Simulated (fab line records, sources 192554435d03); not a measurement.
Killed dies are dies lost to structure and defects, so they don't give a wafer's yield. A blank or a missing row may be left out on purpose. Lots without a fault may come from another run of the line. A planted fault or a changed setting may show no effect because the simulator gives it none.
Chamber matching | flow n5_finfet | N5_MOL_CONTACT_COAG_ETCH_124 on rie_diel-01: 4 sister chambers
The step etches SiNx in CH3F/O2, stops on SiOC, target depth 6.5 nm. 20 wafers are shown with their chamber, then 10 later ones without.

WAFERS WITH THEIR CHAMBER
wafer  | chamber | drypump_motor_current_A (A) | showerhead_plenum_p_Torr (Torr) | throttle_valve_pct (%)
L074.2 | 3       | 5.7                         | 2.09                            | 16.46
L074.3 | 1       | 5.2                         | 1.93                            | 16.59
L074.6 | 2       | 5.1                         | 2.00                            | 16.33
L075.3 | 3       | 5.7                         | 2.09                            | 16.47
L075.4 | 2       | 5.1                         | 2.00                            | 16.33
L075.6 | 3       | 5.7                         | 2.09                            | 16.48
L076.2 | 2       | 5.1                         | 2.00                            | 16.34
L076.4 | 1       | 5.2                         | 1.93                            | 16.57
L076.6 | 2       | 5.1                         | 2.00                            | 16.34
L078.3 | 3       | 5.7                         | 2.09                            | 16.49
L078.4 | 1       | 5.2                         | 1.93                            | 16.61
L078.5 | 2       | 5.1                         | 2.00                            | 16.34
L086.3 | 0       | 6.3                         | 1.99                            | 16.63
L086.4 | 2       | 5.1                         | 1.99                            | 16.38
L086.5 | 1       | 5.2                         | 1.92                            | 16.63
L089.1 | 2       | 5.1                         | 1.99                            | 16.41
L089.4 | 1       | 5.2                         | 1.92                            | 16.65
L089.6 | 3       | 5.8                         | 2.08                            | 16.52
L091.2 | 1       | 5.2                         | 1.92                            | 16.66
L091.3 | 2       | 5.1                         | 1.99                            | 16.39

SIGNATURES (means of the wafers above)
reading                  | chamber 0 | chamber 1 | chamber 2 | chamber 3 | scatter within a chamber
drypump_motor_current_A  | 6.300     | 5.200     | 5.100     | 5.720     | 0.0224
showerhead_plenum_p_Torr | 1.9900    | 1.9250    | 1.9963    | 2.0880    | 0.00511
throttle_valve_pct       | 16.6300   | 16.6183   | 16.3575   | 16.4840   | 0.0306
Rule: a wafer's distance from a chamber is the root of the sum, over the readings, of the square of ((its reading less the chamber's mean) divided by the reading's scatter). The wafer belongs to the nearest chamber; if the next one is less than 2 further off, it can't be placed. The scatter: the root of (the sum of the squares of (reading less its chamber's mean) over the shown wafers, divided by (wafers less chambers)).

WAFERS WITHOUT THEIR CHAMBER
wafer  | drypump_motor_current_A (A) | showerhead_plenum_p_Torr (Torr) | throttle_valve_pct (%)
L091.6 | 5.2                         | 1.92                            | 16.66
L092.3 | 5.2                         | 1.92                            | 16.67
L092.5 | 5.2                         | 1.92                            | 16.64
L092.6 | 5.1                         | 1.99                            | 16.40
L095.2 | 5.1                         | 1.99                            | 16.42
L095.4 | 5.7                         | 2.07                            | 16.54
L095.6 | 6.3                         | 1.98                            | 16.67
L096.2 | 5.1                         | 1.99                            | 16.42
L096.3 | 6.3                         | 1.98                            | 16.66
L096.5 | 6.3                         | 1.98                            | 16.65

WHICH CHAMBER EACH WENT THROUGH
wafer  | from the rows above | in truth
L091.6 | 1                   | 1
L092.3 | 1                   | 1
L092.5 | 1                   | 1
L092.6 | 2                   | 2
L095.2 | 2                   | 2
L095.4 | 3                   | 3
L095.6 | 0                   | 0
L096.2 | 2                   | 2
L096.3 | 0                   | 0
L096.5 | 0                   | 0
Placed correctly: 10 of 10. Can't be placed from these rows: 0. Placed wrongly: 0.
